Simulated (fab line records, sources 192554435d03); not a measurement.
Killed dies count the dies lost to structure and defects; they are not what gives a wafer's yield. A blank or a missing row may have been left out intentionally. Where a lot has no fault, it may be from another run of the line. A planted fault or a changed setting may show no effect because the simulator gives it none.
Matching of chambers ; flow n5-finfet ; pecvd-02 running N5_BEOL_M9_DEP_56: 3 sister chambers
The step deposits SiCN from 3MS/NH3, target thk 15 nm, time 26.5 s. 6 wafers are shown with their chamber, then 8 later ones without.

== WAFERS, EACH WITH ITS CHAMBER ==
wafer;chamber;showerhead-plenum-p-Torr (Torr);throttle-valve-pct (%)
L080.1;1;3.669;8.88
L080.4;0;3.655;9.22
L083.4;2;3.673;8.92
L083.5;1;3.682;8.96
L083.6;0;3.668;8.79
L084.2;2;3.668;8.82

== WAFERS MISSING THEIR CHAMBER ==
wafer;showerhead-plenum-p-Torr (Torr);throttle-valve-pct (%)
L084.4;3.665;9.07
L084.6;3.664;8.94
L086.2;3.671;8.91
L086.5;3.667;9.33
L086.6;3.668;9.37
L088.1;3.672;9.01
L088.2;3.675;9.23
L088.3;3.683;8.97

== WHICH CHAMBER EACH ONE RAN IN ==
wafer;from the rows above;in truth
L084.4;can't be placed: 0 or 2 or 1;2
L084.6;can't be placed: 0 or 2 or 1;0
L086.2;can't be placed: 2 or 1 or 0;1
L086.5;can't be placed: 0 or 1 or 2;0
L086.6;can't be placed: 0 or 1 or 2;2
L088.1;can't be placed: 1 or 2 or 0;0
L088.2;can't be placed: 1 or 2 or 0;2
L088.3;can't be placed: 1 or 2 or 0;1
0 of 8 placed correctly. Not placeable from these rows: 8 (in 8, the candidates include the true chamber). Wrongly placed: 0.
How it was worked out, from the rows above alone: a wafer's distance from a chamber is the root of the sum, over the readings, of the square of ((its reading less the chamber's mean) divided by the reading's scatter). If the next closest chamber is less than 2 further off than the closest, the wafer can't be placed; otherwise it belongs to the closest. For every chamber, the mean is computed from those of its wafers that are shown. How the scatter is found: for the shown wafers, subtract from each reading the mean of its chamber, square and add these, divide the total by (wafers less chambers), then take the root.
